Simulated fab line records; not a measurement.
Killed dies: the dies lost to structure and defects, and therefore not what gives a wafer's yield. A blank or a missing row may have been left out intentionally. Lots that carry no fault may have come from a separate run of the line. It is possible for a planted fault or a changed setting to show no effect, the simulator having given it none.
Matching of chambers | flow n5_finfet | N5_FIN_SAQP_HM_OPEN_33 on rie_diel-05 has 4 sister chambers
The step chemistry CH3F/O2, target SiNx, target depth 49.4 nm, time 70.6 s. 7 wafers are shown with their chamber, then 8 later ones without.

WAFERS, EACH WITH ITS CHAMBER
wafer  | chamber | drypump_motor_current_A (A) | throttle_valve_pct (%)
L078.6 | 0       | 5.8                         | 16.52
L081.6 | 1       | 5.6                         | 16.18
L085.5 | 3       | 5.2                         | 16.16
L088.1 | 3       | 5.2                         | 16.17
L088.3 | 0       | 5.8                         | 16.07
L088.4 | 2       | 6.6                         | 16.69
L089.2 | 2       | 6.5                         | 16.69

WAFERS WITH NO CHAMBER GIVEN
wafer  | drypump_motor_current_A (A) | throttle_valve_pct (%)
L089.4 | 5.6                         | 16.23
L089.5 | 5.2                         | 16.15
L093.2 | 5.6                         | 16.25
L093.4 | 6.6                         | 16.71
L093.6 | 5.2                         | 16.18
L092.1 | 5.7                         | 16.27
L092.2 | 5.2                         | 16.18
L092.3 | 5.8                         | 16.08

EACH ONE'S CHAMBER
wafer  | from the rows above     | in truth
L089.4 | 1                       | 1
L089.5 | 3                       | 3
L093.2 | 1                       | 1
L093.4 | 2                       | 2
L093.6 | 3                       | 3
L092.1 | can't be placed: 0 or 1 | 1
L092.2 | 3                       | 3
L092.3 | 0                       | 0
7 of 8 placed correctly. From these rows, 1 cannot be placed; in 1 the true chamber is one of the candidates. 0 placed wrongly.
How it was worked out, from the rows above alone: a wafer's distance from a chamber is the root of the sum, over the readings, of the square of ((its reading less the chamber's mean) divided by the reading's scatter). If the next closest chamber is less than 2 further off than the closest, the wafer can't be placed; otherwise it belongs to the closest. The mean given for a chamber averages the wafers shown for that chamber. The scatter is the square root of a quotient: the sum, over the shown wafers, of each reading's squared deviation from its chamber's mean, divided by wafers minus chambers.
